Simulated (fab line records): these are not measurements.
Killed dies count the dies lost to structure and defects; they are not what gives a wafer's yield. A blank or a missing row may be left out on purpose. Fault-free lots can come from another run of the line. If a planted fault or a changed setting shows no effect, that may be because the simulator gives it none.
Which tool was responsible?	flow nand harc	23 lots with 69 wafers sampled at 6 steps, on a route of 1159 steps

WHAT THE GAUGES SHOWED, per wafer
No reading from a measuring or inspecting step in the record can be judged against a usual standard deviation.

WHAT TOOL EACH LOT RAN ON (gives the tool, then ch and the chambers of the sampled wafers, and finally the start)
lot	NHARC_A_STAIRCASE_STRIP_171	NHARC_A_STAIRCASE_ETCH_221	NHARC_A_STAIRCASE_DEP_259	NHARC_A_STAIRCASE_HM_OPEN_463	NHARC_A_STAIRCASE_ETCH_453	NHARC_A_STAIRCASE_STRIP_476
L074	plasma asher-02 ch 0,1, day 10 03:02	rie diel-10 ch 0,3, day 11 00:54 or earlier	pecvd-03 ch 0,1, day 11 00:54	rie diel-01 ch 1,2,3, day 11 15:05 or earlier	rie diel-01 ch 1,2,3, day 11 15:05 or earlier	rie diel-05 ch 0,1,2, day 11 15:05
L075	plasma asher-01 ch 0,1, day 11 02:31	rie diel-05 ch 0,1,2, day 11 19:35 or earlier	pecvd-03 ch 0,1,2, day 11 19:35	rie diel-05 ch 0,1,3, day 12 06:17 or earlier	rie diel-05 ch 1,3, day 12 06:17 or earlier	rie diel-10 ch 2,3, day 12 06:17
L076	plasma asher-01 ch 0,1, day 11 06:51	rie diel-01 ch 0,3, day 11 23:32 or earlier	pecvd-01 ch 1,2, day 11 23:32	rie diel-05 ch 0,1, day 12 09:29 or earlier	rie diel-05 ch 1,2, day 12 09:29 or earlier	rie diel-01 ch 0,1,3, day 12 09:29
L078	plasma asher-01 ch 0,1, day 11 21:39	rie diel-10 ch 0,2,3, day 12 14:59 or earlier	pecvd-01 ch 0,1,2, day 12 14:59	rie diel-05 ch 1,2, day 13 02:45 or earlier	rie diel-05 ch 0,2, day 13 02:45 or earlier	rie diel-01 ch 0,1, day 13 02:45
L079	plasma asher-02 ch 1, day 11 21:49	rie diel-05 ch 0,1,2, day 12 16:00 or earlier	pecvd-01 ch 0,2, day 12 16:00	rie diel-01 ch 0,1,3, day 13 05:27 or earlier	rie diel-01 ch 1,2,3, day 13 05:27 or earlier	rie diel-10 ch 0,1,3, day 13 05:27
L080	plasma asher-01 ch 0,1, day 12 11:07	rie diel-05 ch 2,3, day 13 08:07 or earlier	pecvd-01 ch 0,1, day 13 08:07	rie diel-01 ch 0,3, day 14 00:08 or earlier	rie diel-01 ch 0,1,3, day 14 00:08 or earlier	rie diel-05 ch 0,1,3, day 14 00:08
L082	plasma asher-02 ch 0,1, day 12 17:57	rie diel-10 ch 0,1,3, day 13 17:44 or earlier	pecvd-01 ch 0,1,2, day 13 17:44	rie diel-05 ch 0,1,3, day 14 07:19 or earlier	rie diel-05 ch 0,1,3, day 14 07:19 or earlier	rie diel-05 ch 0,1,2, day 14 07:19
L083	plasma asher-02 ch 0,1, day 12 20:52	rie diel-05 ch 1,2, day 13 20:50 or earlier	pecvd-04 ch 0,1,2, day 13 20:50	rie diel-10 ch 0,3, day 14 09:31 or earlier	rie diel-10 ch 0,2,3, day 14 09:31 or earlier	rie diel-10 ch 0,2,3, day 14 09:31
L081	plasma asher-02 ch 0,1, day 12 21:29	rie diel-10 ch 2,3, day 13 20:35 or earlier	pecvd-01 ch 1,2, day 13 20:35	rie diel-05 ch 0,1, day 14 08:40 or earlier	rie diel-05 ch 0,1, day 14 08:40 or earlier	rie diel-10 ch 0,1, day 14 08:40
L084	plasma asher-01 ch 0,1, day 13 10:13	rie diel-10 ch 0,1,3, day 14 05:14 or earlier	pecvd-01 ch 0,1,2, day 14 05:14	rie diel-10 ch 0,2,3, day 14 16:50 or earlier	rie diel-10 ch 0,2,3, day 14 16:50 or earlier	rie diel-10 ch 1,2,3, day 14 16:50
L085	plasma asher-02 ch 0,1, day 13 21:25	rie diel-05 ch 0,1,3, day 14 14:37 or earlier	pecvd-03 ch 1,2, day 14 14:37	rie diel-05 ch 0,2, day 15 04:01 or earlier	rie diel-05 ch 2,3, day 15 04:01 or earlier	rie diel-01 ch 1,2,3, day 15 04:01
L087	plasma asher-02 ch 0, day 14 01:42	rie diel-10 ch 0,1,2, day 14 19:58 or earlier	pecvd-01 ch 0,1, day 14 19:58	rie diel-01 ch 0,2,3, day 15 07:41 or earlier	rie diel-01 ch 1,2, day 15 07:41 or earlier	rie diel-01 ch 0,1,2, day 15 07:41
L088	plasma asher-01 ch 0,1, day 14 01:51	rie diel-05 ch 1,2,3, day 14 19:27 or earlier	pecvd-01 ch 0,1,2, day 14 19:27	rie diel-10 ch 0,2,3, day 15 07:48 or earlier	rie diel-10 ch 0,1,3, day 15 07:48 or earlier	rie diel-10 ch 0,2,3, day 15 07:48
L086	plasma asher-01 ch 0,1, day 14 09:50	rie diel-10 ch 1,2,3, day 15 04:19 or earlier	pecvd-01 ch 0,1,2, day 15 04:19	rie diel-10 ch 0,2,3, day 15 16:06 or earlier	rie diel-10 ch 0,2,3, day 15 16:06 or earlier	rie diel-05 ch 0,1,2, day 15 16:06
L090	plasma asher-01 ch 0,1, day 14 15:02	rie diel-10 ch 0,3, day 15 10:01 or earlier	pecvd-04 ch 0,2, day 15 10:01	rie diel-10 ch 1,3, day 15 20:46 or earlier	rie diel-10 ch 0,1,2, day 15 20:46 or earlier	rie diel-01 ch 0,2,3, day 15 20:46
L089	plasma asher-02 ch 0,1, day 14 15:13	rie diel-05 ch 1,2,3, day 15 10:35 or earlier	pecvd-01 ch 0,1, day 15 10:35	rie diel-05 ch 0,2,3, day 16 01:58 or earlier	rie diel-05 ch 1,2,3, day 16 01:58 or earlier	rie diel-01 ch 1,2,3, day 16 01:58
L093	plasma asher-02 ch 0,1, day 15 00:46	rie diel-10 ch 0,2, day 15 17:23 or earlier	pecvd-03 ch 0,1, day 15 17:23	rie diel-05 ch 1,2, day 16 06:26 or earlier	rie diel-05 ch 1,2, day 16 06:26 or earlier	rie diel-01 ch 0,1,2, day 16 06:26
L091	plasma asher-02 ch 0,1, day 15 01:03	rie diel-01 ch 0,1,3, day 15 20:44 or earlier	pecvd-03 ch 0,1,2, day 15 20:44	rie diel-01 ch 0,1,3, day 16 11:47 or earlier	rie diel-01 ch 0,1,2, day 16 11:47 or earlier	rie diel-05 ch 1,2,3, day 16 11:47
L092	plasma asher-01 ch 0,1, day 15 05:35	rie diel-05 ch 1,2,3, day 16 04:52 or earlier	pecvd-04 ch 0,2, day 16 04:52	rie diel-10 ch 1,2,3, day 16 14:56 or earlier	rie diel-10 ch 0,1,3, day 16 14:56 or earlier	rie diel-01 ch 0,1,3, day 16 14:56
L094	plasma asher-02 ch 1, day 15 13:55	rie diel-05 ch 0,1,3, day 16 13:29 or earlier	pecvd-04 ch 0,2, day 16 13:29	rie diel-01 ch 0,3, day 17 01:40 or earlier	rie diel-01 ch 0,1,3, day 17 01:40 or earlier	rie diel-05 ch 2,3, day 17 01:40
L095	plasma asher-02 ch 0,1, day 15 15:19	rie diel-10 ch 0,1, day 16 14:44 or earlier	pecvd-01 ch 1,2, day 16 14:44	rie diel-01 ch 0,1, day 17 03:41 or earlier	rie diel-01 ch 1,3, day 17 03:41 or earlier	rie diel-05 ch 1,2, day 17 03:41
L097	plasma asher-01 ch 0,1, day 16 02:03	rie diel-01 ch 0,3, day 16 20:50 or earlier	pecvd-03 ch 0,2, day 16 20:50	rie diel-05 ch 1,3, day 17 07:35 or earlier	rie diel-05 ch 1,3, day 17 07:35 or earlier	rie diel-01 ch 1,2,3, day 17 07:35
L096	plasma asher-01 ch 0,1, day 16 07:48	rie diel-05 ch 2,3, day 17 00:30 or earlier	pecvd-01 ch 1,2, day 17 00:30	rie diel-01 ch 2,3, day 17 11:10 or earlier	rie diel-01 ch 0,1, day 17 11:10 or earlier	rie diel-10 ch 0,3, day 17 11:10
- NHARC_A_STAIRCASE_STRIP_171: strips in O2.
- NHARC_A_STAIRCASE_ETCH_221: etches the open film in C4F8/O2, target depth 100 nm, time 40.5 s.
- NHARC_A_STAIRCASE_DEP_259: deposits SiON, target thk 30 nm.
- NHARC_A_STAIRCASE_HM_OPEN_463: chemistry O2/COS.
- NHARC_A_STAIRCASE_ETCH_453: etches the open film in CF4/O2, target depth 30 nm, overetch 3 nm, time 16.5 s.
- NHARC_A_STAIRCASE_STRIP_476: strips in O2, time 20 s.

AS READ BY THE TOOLS THEMSELVES (means over the sampled wafers that have a number; for cases with no such wafer, the mark the record gives instead)
NHARC_A_STAIRCASE_STRIP_171.
lot	tool	drypump motor current A (A)	heater power w (W)	temp c (C)
L074	plasma asher-02	5.8	330	250.08
L075	plasma asher-01	6.6	328	249.95
L076	plasma asher-01	6.6	320	249.99
L078	plasma asher-01	6.5	329	250.01
L079	plasma asher-02	5.6	301	249.92
L080	plasma asher-01	6.6	326	249.78
L082	plasma asher-02	5.8	327	249.92
L083	plasma asher-02	5.8	335	249.99
L081	plasma asher-02	5.8	335	250.11
L084	plasma asher-01	6.6	343	249.98
L085	plasma asher-02	5.7	316	249.98
L087	plasma asher-02	5.9	348	250.13
L088	plasma asher-01	6.6	347	249.96
L086	plasma asher-01	6.6	338	250.28
L090	plasma asher-01	6.6	344	249.95
L089	plasma asher-02	5.7	317	250.14
L093	plasma asher-02	5.8	329	250.04
L091	plasma asher-02	5.7	315	249.95
L092	plasma asher-01	6.5	344	249.91
L094	plasma asher-02	5.6	299	249.75
L095	plasma asher-02	5.7	320	250.26
L097	plasma asher-01	6.6	339	250.15
L096	plasma asher-01	6.6	337	250.05

NHARC_A_STAIRCASE_ETCH_221.
lot	tool	oes product au (a.u.)	rf vpp V (V)
L074	rie diel-10	0.969	897
L075	rie diel-05	0.920	894
L076	rie diel-01	0.949	890
L078	rie diel-10	0.956	897
L079	rie diel-05	0.952	893
L080	rie diel-05	0.942	893
L082	rie diel-10	0.927	898
L083	rie diel-05	0.923	895
L081	rie diel-10	0.960	901
L084	rie diel-10	0.931	897
L085	rie diel-05	0.939	891
L087	rie diel-10	0.933	899
L088	rie diel-05	0.924	895
L086	rie diel-10	0.951	903
L090	rie diel-10	0.928	893
L089	rie diel-05	0.951	896
L093	rie diel-10	0.961	898
L091	rie diel-01	0.955	899
L092	rie diel-05	0.957	895
L094	rie diel-05	0.933	898
L095	rie diel-10	0.960	894
L097	rie diel-01	0.952	895
L096	rie diel-05	0.926	894

NHARC_A_STAIRCASE_DEP_259.
lot	tool	heater power w (W)
L074	pecvd-03	783
L075	pecvd-03	716
L076	pecvd-01	758
L078	pecvd-01	814
L079	pecvd-01	859
L080	pecvd-01	795
L082	pecvd-01	749
L083	pecvd-04	803
L081	pecvd-01	685
L084	pecvd-01	802
L085	pecvd-03	710
L087	pecvd-01	838
L088	pecvd-01	765
L086	pecvd-01	787
L090	pecvd-04	799
L089	pecvd-01	852
L093	pecvd-03	778
L091	pecvd-03	735
L092	pecvd-04	729
L094	pecvd-04	761
L095	pecvd-01	702
L097	pecvd-03	663
L096	pecvd-01	767

NHARC_A_STAIRCASE_HM_OPEN_463.
lot	tool	drypump motor current A (A)	o2 flow sccm (sccm)	oes product au (a.u.)	rf vpp V (V)	showerhead plenum p Torr (Torr)	throttle valve pct (%)
L074	rie diel-01	5.5	399.9	0.999	464	3.05	28.334
L075	rie diel-05	5.7	399.2	1.001	465	3.02	28.335
L076	rie diel-05	6.0	399.7	1.005	466	3.04	28.325
L078	rie diel-05	5.5	400.7	1.002	467	3.13	28.334
L079	rie diel-01	5.6	399.9	0.999	466	3.05	28.327
L080	rie diel-01	5.2	400.7	1.001	463	2.94	28.328
L082	rie diel-05	5.7	399.6	1.002	465	3.01	28.327
L083	rie diel-10	5.3	398.7	1.004	467	3.14	28.327
L081	rie diel-05	6.0	399.6	1.004	465	3.03	28.337
L084	rie diel-10	5.6	399.7	1.005	469	3.15	28.331
L085	rie diel-05	5.9	399.2	0.996	464	2.97	28.330
L087	rie diel-01	5.3	401.3	1.006	468	3.11	28.333
L088	rie diel-10	5.5	398.9	1.007	468	3.15	28.331
L086	rie diel-10	5.5	398.4	1.002	467	3.15	28.329
L090	rie diel-10	5.4	399.3	1.001	470	3.30	28.333
L089	rie diel-05	5.5	400.0	1.005	469	3.18	28.336
L093	rie diel-05	5.5	400.1	1.000	467	3.12	28.329
L091	rie diel-01	5.5	401.2	1.002	469	3.19	28.320
L092	rie diel-10	5.6	400.6	1.009	471	3.28	28.329
L094	rie diel-01	5.2	401.2	0.999	471	3.24	28.325
L095	rie diel-01	5.9	399.3	1.004	468	3.15	28.340
L097	rie diel-05	5.3	400.2	1.000	466	3.06	28.336
L096	rie diel-01	5.1	400.1	1.011	469	3.22	28.320

NHARC_A_STAIRCASE_ETCH_453.
lot	tool	drypump motor current A (A)	o2 flow sccm (sccm)	oes product au (a.u.)	rf vpp V (V)	showerhead plenum p Torr (Torr)	throttle valve pct (%)
L074	rie diel-01	5.5	20.03	1.001	197.2	1.30	13.390
L075	rie diel-05	5.3	20.02	1.006	197.7	1.32	13.395
L076	rie diel-05	5.5	19.99	0.994	198.4	1.34	13.392
L078	rie diel-05	5.8	19.99	1.008	196.7	1.27	13.391
L079	rie diel-01	5.4	19.95	1.001	198.0	1.30	13.400
L080	rie diel-01	5.5	20.00	1.001	197.5	1.30	13.406
L082	rie diel-05	5.7	20.01	1.000	196.7	1.29	13.399
L083	rie diel-10	5.5	20.04	1.000	198.0	1.35	13.398
L081	rie diel-05	6.0	19.97	0.995	196.2	1.26	13.390
L084	rie diel-10	5.5	20.00	1.003	197.6	1.35	13.406
L085	rie diel-05	5.1	20.00	1.011	197.9	1.31	13.407
L087	rie diel-01	5.6	20.00	1.001	198.4	1.30	13.402
L088	rie diel-10	5.3	19.98	1.004	198.5	1.36	13.399
L086	rie diel-10	5.5	20.03	0.996	198.1	1.35	13.399
L090	rie diel-10	5.6	20.01	1.002	198.9	1.36	13.398
L089	rie diel-05	5.4	20.01	1.003	197.6	1.32	13.403
L093	rie diel-05	5.8	20.00	0.994	197.3	1.33	13.400
L091	rie diel-01	5.7	19.96	1.003	198.3	1.31	13.400
L092	rie diel-10	5.3	19.96	1.001	197.8	1.36	13.392
L094	rie diel-01	5.5	20.02	1.006	199.0	1.37	13.396
L095	rie diel-01	5.3	19.97	0.998	199.7	1.42	13.397
L097	rie diel-05	5.7	19.97	1.006	197.6	1.31	13.396
L096	rie diel-01	5.7	20.03	1.007	196.9	1.31	13.407

NHARC_A_STAIRCASE_STRIP_476.
lot	tool	drypump motor current A (A)	o2 flow sccm (sccm)	oes product au (a.u.)	rf vpp V (V)	showerhead plenum p Torr (Torr)	throttle valve pct (%)
L074	rie diel-05	5.8	499.0	1.005	57.6	3.45	17.037
L075	rie diel-10	5.6	500.1	1.007	57.8	3.68	17.035
L076	rie diel-01	5.5	500.4	0.996	57.3	3.46	17.041
L078	rie diel-01	5.9	500.1	0.997	58.2	3.57	17.039
L079	rie diel-10	5.3	500.0	1.009	58.4	3.60	17.030
L080	rie diel-05	5.7	499.5	0.999	57.4	3.41	17.033
L082	rie diel-05	5.8	499.3	1.002	57.0	3.44	17.030
L083	rie diel-10	5.5	498.4	1.009	57.5	3.56	17.038
L081	rie diel-10	5.3	499.4	1.003	57.5	3.49	17.042
L084	rie diel-10	5.6	500.1	0.996	58.1	3.71	17.033
L085	rie diel-01	5.5	500.0	1.006	57.2	3.60	17.043
L087	rie diel-01	5.6	500.0	1.006	57.4	3.46	17.040
L088	rie diel-10	5.6	500.2	0.994	57.7	3.56	17.035
L086	rie diel-05	5.8	499.6	1.000	57.9	3.61	17.031
L090	rie diel-01	5.3	500.4	1.000	57.6	3.51	17.041
L089	rie diel-01	5.5	499.1	1.012	58.4	3.60	17.032
L093	rie diel-01	5.7	499.4	0.998	57.4	3.45	17.051
L091	rie diel-05	5.5	501.1	0.998	57.7	3.49	17.031
L092	rie diel-01	5.5	500.0	1.011	57.6	3.61	17.043
L094	rie diel-05	5.2	499.3	1.017	57.9	3.51	17.031
L095	rie diel-05	5.5	500.1	1.001	58.4	3.52	17.036
L097	rie diel-01	5.5	499.4	1.006	57.8	3.59	17.040
L096	rie diel-10	5.3	499.6	1.004	57.0	3.54	17.037

THE ANSWER, worked out from the rows above alone
Rule: usual is defined by the lots themselves. Put in order of their means at a reading, lots are off if they are a third of the lots or fewer, leave a main group of 4 or more, and stand apart from it by a gap of 3 or more times the standard deviation of the main group's means; of several such gaps the widest counts. A main group whose means are all the same, to the digits that the tables above print for the reading, isn't used. Also off: a lot with no number at a reading for which 4 or more lots have one. The other lots that the step has rows for count as sound. After the gauges, taken in route order, come the tools' own readings; for these a lot's mean is taken, as printed above. The first step at which some lot is off is used, and at that step the reading that is off furthest; a lot without a number counts as furthest.
Nothing can be told from this: no lot is off at any reading shown.

WHAT WAS PUT IN BY THE SIMULATOR
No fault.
